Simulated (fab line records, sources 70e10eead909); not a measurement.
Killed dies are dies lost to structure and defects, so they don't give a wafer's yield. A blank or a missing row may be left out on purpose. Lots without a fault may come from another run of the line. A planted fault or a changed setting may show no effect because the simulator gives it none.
fab line records | flow nand_harc
record lots=14 wafers=38 last_day=23
route steps=1159 shown A_ZERO_WELL@405 A_ONON_D1@425
lots that met no fault: from a run of the same line without faults
start_h: hours from the record's first day to the start of the lot's first wafer shown | wait_h: hours since the lot's step before | " the same as in the row above | L1.1+2: a row that stands for several wafers | - no value, or no start given | * or withheld: withheld | < > ~ a bound
route shown NAME@n: a module of which the file shows steps, and the number in the route of the first | usual: mean/standard deviation of fault-free wafers | same: alike in all rows | chamber/n: place in a boat | sites: the reading at each site | _std_site: their standard deviation | _edge_site: outer sites' mean less inner sites' | radius_mm: how far each site lies from the wafer's centre | mask NAME#n: copy n | behind: the tool/chamber that last shaped the wafer | hold: why the lot was held/for how many hours/how that ended | device: the transistor (n, p or np) that didn't switch | end of line: the same wafers' tests at the end of the route | a step without rows: its recipe alone | killed: dies lost to structure and defects at the first sort, not the wafer's yield | map: a wafer's dies, x killed, . not, _ none there
set.NAME: the setting as run; set.NAME@STEP: as run at that earlier step | model.NAME: the simulator's own value behind a step, which no gauge read
steps of the route over a sample of lots; a table a step, a row a wafer
services: from which hour (start_h, from the record's first day; less than 0 if before it) a tool's chamber was out of use, for how many hours, and why
## steps
# step NHARC_A_ZERO_WELL_ETCH_13
# recipe target_depth_a=1200 time_s=40.1 hbr_flow_sccm=150 cl2_flow_sccm=50 rf_w=400 icp_w=400 bias_w=100 chemistry=HBr/Cl2
# usual drypump_motor_current_A=5.9/0.4 hbr_flow_sccm=150.0/0.42 oes_product_au=0.999/0.0067 throttle_valve_pct=26.406/0.0087
# columns lot.wafer tool chamber start_h wait_h drypump_motor_current_A hbr_flow_sccm oes_product_au rf_hours_counter_h throttle_valve_pct
L404.4 rie_si-01 1 144.37 - 5.8 149.4 0.998 0.0 26.407
L404.3 " 2 " " 5.7 148.9 0.990 0.0 26.410
L404.6 " 0 " " 6.3 149.7 0.983 - 26.415
L405.2 rie_si-01 1 148.99 - 5.7 150.0 1.000 0.1 26.391
L405.4 " 2 " " 5.7 149.6 0.998 0.1 26.407
L405.5 " 1 " " 5.8 150.3 1.008 - 26.415
L407.4 rie_si-03 3 151.15 - 6.4 149.9 0.987 1.1 26.389
L407.3 " 0 " " 5.6 149.3 0.989 1.2 26.394
L407.5 " 0 " " 5.6 149.9 1.001 - 26.405
L408.1 rie_si-02 2 171.73 - 6.4 149.7 0.999 1.0 26.399
L408.6 " 0 " " 5.8 150.0 0.987 - 26.426
L408.5 " 1 " " 6.1 150.3 1.000 - 26.399
L409.3 rie_si-03 3 172.33 - 6.4 149.9 0.991 0.1 26.390
L409.4 " 1 " " 6.5 149.8 1.001 0.1 26.411
L409.5 " 3 " " 6.4 150.3 0.994 - 26.401
L410.3 rie_si-03 1 177.11 - 6.6 150.1 1.000 0.2 26.399
L410.2 " 3 " " 6.4 149.5 0.994 0.1 26.406
L410.6 " 1 " " 6.6 149.8 1.000 - 26.411
L413.1 rie_si-03 3 202.49 - 6.4 150.4 1.007 0.3 26.395
L413.3 " 0 " " 5.6 149.7 1.002 0.2 26.404
L413.6 " 2 " " 5.7 149.7 1.007 - 26.414
L414.4 rie_si-02 1 208.53 - 6.1 149.9 1.002 0.8 26.416
L414.3 " 3 " " 5.0 149.3 1.003 1.2 26.396
L414.5 " 1 " " 6.1 149.9 1.004 - 26.399
L415.4 rie_si-01 0 210.06 - 6.3 149.5 0.998 0.4 26.403
L415.2 " 1 " " 5.8 150.1 0.996 0.4 26.406
L415.6 " 0 " " 6.3 149.6 0.997 - 26.409
L417.4 rie_si-01 0 223.31 - 6.3 150.0 0.997 0.5 26.410
L417.1 " 1 " " 5.8 149.4 1.003 0.5 26.397
L417.5 " 0 " " 6.3 149.9 0.988 - 26.404
L416.2 rie_si-02 3 223.52 - 5.0 150.7 0.998 0.0 26.417
L416.5 " 1 " " 6.1 149.5 1.001 - 26.401
L416.6 " 2 " " 6.4 149.9 1.008 - 26.396
L419.2 rie_si-03 3 236.59 - 6.4 149.7 0.999 0.5 26.399
L419.1 " 1 " " 6.6 150.2 1.011 0.6 26.420
L419.6 " 2 " " 5.8 150.4 0.998 - 26.409
L424.1 rie_si-03 0 259.15 - 5.6 149.9 0.998 0.6 26.406
L426.1 rie_si-03 3 266.85 - 6.4 150.7 0.992 0.8 26.396
# step NHARC_A_ZERO_WELL_RTA_16
# recipe temp_c=1000 time_s=10
# usual lamp_power_pct=29.4/0.49 lamp_zone_1_pct=29.4/0.49 lamp_zone_3_pct=29.4/0.49 lamp_zone_4_pct=29.4/0.49 wafer_temp_C_max=1005.8/1.4
# columns lot.wafer tool chamber start_h wait_h lamp_power_pct lamp_zone_1_pct lamp_zone_3_pct lamp_zone_4_pct wafer_temp_C_max
L404.3 rtp_anneal-01 0 145.44 - 29.9 30.0 29.9 30.0 1004.0
L404.4 " 0 " " 30.0 29.9 29.9 30.0 1006.5
L404.6 " 0 " " 30.0 29.9 30.0 29.9 1007.1
L405.2 rtp_anneal-02 0 149.92 - 29.0 29.0 29.0 29.0 1006.2
L405.4 " 0 " " 29.0 29.0 29.0 29.0 1005.3
L405.5 " 0 " " 28.9 29.0 29.0 29.0 1007.0
L407.3 rtp_anneal-01 0 152.11 - 29.9 29.9 29.9 29.9 1006.5
L407.4 " 0 " " 29.9 29.9 29.9 29.9 1005.2
L407.5 " 0 " " 29.9 29.9 29.9 30.0 1010.9
L408.1 rtp_anneal-02 0 172.60 - 29.0 29.0 28.9 29.0 1004.4
L408.5 " 0 " " 29.0 28.9 28.9 28.9 1005.5
L408.6 " 0 " " 28.9 29.0 29.0 29.0 1004.4
L409.3 rtp_anneal-02 0 173.28 - 29.0 29.0 28.9 29.0 1005.9
L409.4 " 0 " " 29.0 29.0 29.0 29.0 1004.2
L409.5 " 0 " " 29.0 29.0 28.9 29.0 1006.4
L410.2 rtp_anneal-02 0 178.03 - 29.0 29.0 29.0 29.0 1003.7
L410.3 " 0 " " 29.0 29.0 29.0 28.9 1006.1
L410.6 " 0 " " 28.9 28.9 28.9 29.0 1005.6
L413.1 rtp_anneal-02 0 203.39 - 29.0 28.9 29.0 29.0 1006.4
L413.3 " 0 " " 29.0 28.9 29.0 28.9 1004.5
L413.6 " 0 " " 29.0 29.0 29.0 28.9 1003.6
L414.3 rtp_anneal-01 0 209.48 - 29.9 30.0 30.0 29.9 1007.0
L414.4 " 0 " " 30.0 29.9 29.9 30.0 1006.9
L414.5 " 0 " " 30.0 30.0 29.9 30.0 1006.5
L415.2 rtp_anneal-01 0 211.10 - 30.0 29.9 30.0 30.0 1007.7
L415.4 " 0 " " 30.0 30.0 30.0 29.9 1009.0
L415.6 " 0 " " 30.0 30.0 30.0 30.0 1007.8
L417.1 rtp_anneal-02 0 224.21 - 29.0 29.0 29.0 29.0 1008.1
L417.4 " 0 " " 29.0 28.9 29.0 29.0 1005.3
L417.5 " 0 " " 29.0 29.0 28.9 28.9 1005.6
L416.2 rtp_anneal-01 0 224.44 - 30.0 30.0 30.0 30.0 1007.2
L416.5 " 0 " " 29.9 30.0 30.0 30.0 1008.6
L416.6 " 0 " " 29.9 30.0 29.9 29.9 1005.7
L419.1 rtp_anneal-02 0 237.48 - 29.0 28.9 28.9 29.0 1006.0
L419.2 " 0 " " 28.9 29.0 29.0 29.0 1005.0
L419.6 " 0 " " 29.0 29.0 29.0 28.9 1006.6
L424.1 rtp_anneal-02 0 260.04 - 29.0 29.0 29.0 28.9 1005.3
L426.1 rtp_anneal-01 0 268.08 - 30.0 30.0 29.9 29.9 1005.6
# step NHARC_A_ONON_D1_THK_MEAS_02
# recipe thk_meas_gauge=ellipsometry
# usual thk_nm=998/9.8
# columns lot.wafer tool chamber start_h wait_h thk_nm
L404.3 film_metro-01 - 168.13 - 988
L404.4 " - " " 990
L404.6 " - " " 991
L405.2 film_metro-01 - 172.24 - 981
L405.4 " - " " 983
L405.5 " - " " 982
L407.3 film_metro-02 - 172.25 - 1003
L407.4 " - " " 1003
L407.5 " - " " 1003
L408.1 film_metro-02 - 197.26 - 1003
L408.5 " - " " 1006
L408.6 " - " " 1006
L409.3 film_metro-01 - 197.27 - 977
L409.4 " - " " 979
L409.5 " - " " 979
L410.2 film_metro-02 - 197.62 - 1004
L410.3 " - " " 1003
L410.6 " - " " 1002
L413.1 film_metro-02 - 225.59 - 997
L413.3 " - " " 998
L413.6 " - " " 998
L414.3 film_metro-02 - 234.36 - 976
L414.4 " - " " 976
L414.5 " - " " 977
L415.2 film_metro-02 - 234.36 - 994
L415.4 " - " " 995
L415.6 " - " " 996
L416.2 film_metro-01 - 248.24 - 997
L416.5 " - " " 996
L416.6 " - " " 997
L417.1 film_metro-02 - 248.25 - 1007
L417.4 " - " " 1004
L417.5 " - " " 1006
L419.1 film_metro-01 - 257.57 - 1004
L419.2 " - " " 1003
L419.6 " - " " 1004
L424.1 film_metro-01 - 279.27 - 1008
L426.1 film_metro-02 - 289.04 - 1003
# step NHARC_A_ONON_D1_DEP_22
# recipe target_thk_a=10000 n2_flow_sccm=2750 n2o_flow_sccm=2000 nh3_flow_sccm=500 sih4_flow_sccm=210 temp_c=400
# columns lot.wafer tool chamber start_h wait_h
L404.3+4+6 pecvd_onon-04 0 178.28 0.2
L405.2+4+5 pecvd_onon-04 0 183.29 0.1
L407.3+4+5 pecvd_onon-01 0 183.35 0.2
L409.3+4+5 pecvd_onon-04 0 207.35 0.2
L410.2+3+6 pecvd_onon-03 0 207.44 0.1
L408.1+5+6 pecvd_onon-04 0 207.59 0.1
L413.1+3+6 pecvd_onon-01 0 235.56 0.1
L415.2+4+6 pecvd_onon-01 0 244.45 0.1
L414.3+4+5 pecvd_onon-03 0 244.54 0.2
L417.1+4+5 pecvd_onon-03 0 259.79 0.1
L416.2+5+6 pecvd_onon-01 0 259.86 0.1
L419.1+2+6 pecvd_onon-04 0 267.77 0.1
L424.1 pecvd_onon-01 0 289.37 0.1
L426.1 pecvd_onon-01 0 298.98 0.1
# step NHARC_A_ONON_D1_THK_MEAS_24
# recipe thk_meas_gauge=ellipsometry
# usual thk_nm=1000/6.2
# columns lot.wafer tool chamber start_h wait_h hold thk_nm
L404.3 film_metro-01 - 178.67 - - 1000
L404.4 " - " " - 1000
L404.6 " - " " - 1000
L405.2 film_metro-01 - 183.74 - - 1012
L405.4 " - " " - 1014
L405.5 " - " " - 1012
L407.3 film_metro-02 - 183.74 - - 992
L407.4 " - " " - 994
L407.5 " - " " - 993
L409.3 film_metro-01 - 207.75 - - 1000
L409.4 " - " " - 1001
L409.5 " - " " - 1001
L410.2 film_metro-01 - 207.89 - - 1000
L410.3 " - " " - 1000
L410.6 " - " " - 1002
L408.1 film_metro-01 - 208.11 - - 995
L408.5 " - " " - 997
L408.6 " - " " - 996
L413.1 film_metro-01 - 236.07 - - 995
L413.3 " - " " - 997
L413.6 " - " " - 999
L415.2 film_metro-02 - 244.90 - - 1002
L415.4 " - " " - 1003
L415.6 " - " " - 1002
L414.3 film_metro-01 - 244.97 - - 997
L414.4 " - " " - 996
L414.5 " - " " - 994
L417.1 film_metro-02 - 260.30 - - 986
L417.4 " - " " - 989
L417.5 " - " " - 988
L416.2 film_metro-02 - 260.31 - - 1002
L416.5 " - " " - 1003
L416.6 " - " " - 1002
L419.1 film_metro-02 - 268.28 - - 1001
L419.2 " - " " - 999
L419.6 " - " " - 999
L424.1 film_metro-01 - 289.87 - await_dispo/0.2h/release 1767
L424.1 film_metro-01 - 290.05 0.2 - 1769
L426.1 film_metro-01 - 299.50 - await_dispo/0.2h/release 1749
L426.1 film_metro-01 - 299.67 0.2 - 1747
## services
# columns tool chamber start_h hours kind
rie_si-01 - 127.00 9.0 pm
rie_si-01 0 127.00 9.0 vent_cycle
rie_si-01 1 127.00 9.0 vent_cycle
rie_si-01 2 127.00 9.0 vent_cycle
rie_si-01 3 127.00 9.0 vent_cycle
rie_si-01 0 136.00 - clean
rie_si-01 1 136.00 - clean
rie_si-01 2 136.00 - clean
rie_si-01 3 136.00 - clean
pecvd_onon-03 - 153.00 13.0 pm
rie_si-03 - 155.00 9.0 pm
rie_si-03 0 155.00 9.0 vent_cycle
rie_si-03 1 155.00 9.0 vent_cycle
rie_si-03 2 155.00 9.0 vent_cycle
rie_si-03 3 155.00 9.0 vent_cycle
rie_si-03 0 164.00 - clean
rie_si-03 1 164.00 - clean
rie_si-03 2 164.00 - clean
rie_si-03 3 164.00 - clean
rie_si-01 1 188.91 1.6 repair
pecvd_onon-01 - 195.00 13.0 pm
rie_si-02 - 211.00 9.0 pm
rie_si-02 0 211.00 9.0 vent_cycle
pecvd_onon-04 - 237.16 13.0 pm
## key
first_sign step=NHARC_A_ONON_D1_THK_MEAS_24 reading=visit direction=added
effect step=NHARC_A_ONON_D1_THK_MEAS_24 reading=thk_nm direction=up sigmas=99+ usual=1000 struck=1758
met_at NHARC_A_ONON_D1_DEP_22
struck_lots L424,L426
struck_wafers L424.1,L426.1
later_rows_left_out L424.1,L426.1
sort_left_out L424.1,L426.1
tester_left_out L424,L426
not_acting_at NHARC_A_ZERO_WELL_ETCH_13,NHARC_A_ZERO_WELL_RTA_16,NHARC_A_ONON_D1_THK_MEAS_02
onset_between 259.86 289.37
also_fits time
fault kind=process_parameter_drift tool=pecvd_onon-01 chamber=- onset_h=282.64 steps=NHARC_A_ONON_D1_DEP_22 channel=target_thk_a offset=* shape=step end_h=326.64 scope=struck_wafers_only acts_in=* stated=*
# tester_left_out: of these lots the tester's yield and bins aren't shown, on N5 and GAA mostly nor the transistor test; their killed dies are dies lost to structure and defects alone, not to doping, threshold or leakage, so they don't give the yield
# sort_left_out: the simulated sort isn't trusted on such a fault, so these wafers' sort isn't shown, and their yield isn't known
# later_rows_left_out: the simulator's readings of these wafers behind a module that went badly wrong aren't trusted and aren't shown, but for the sort
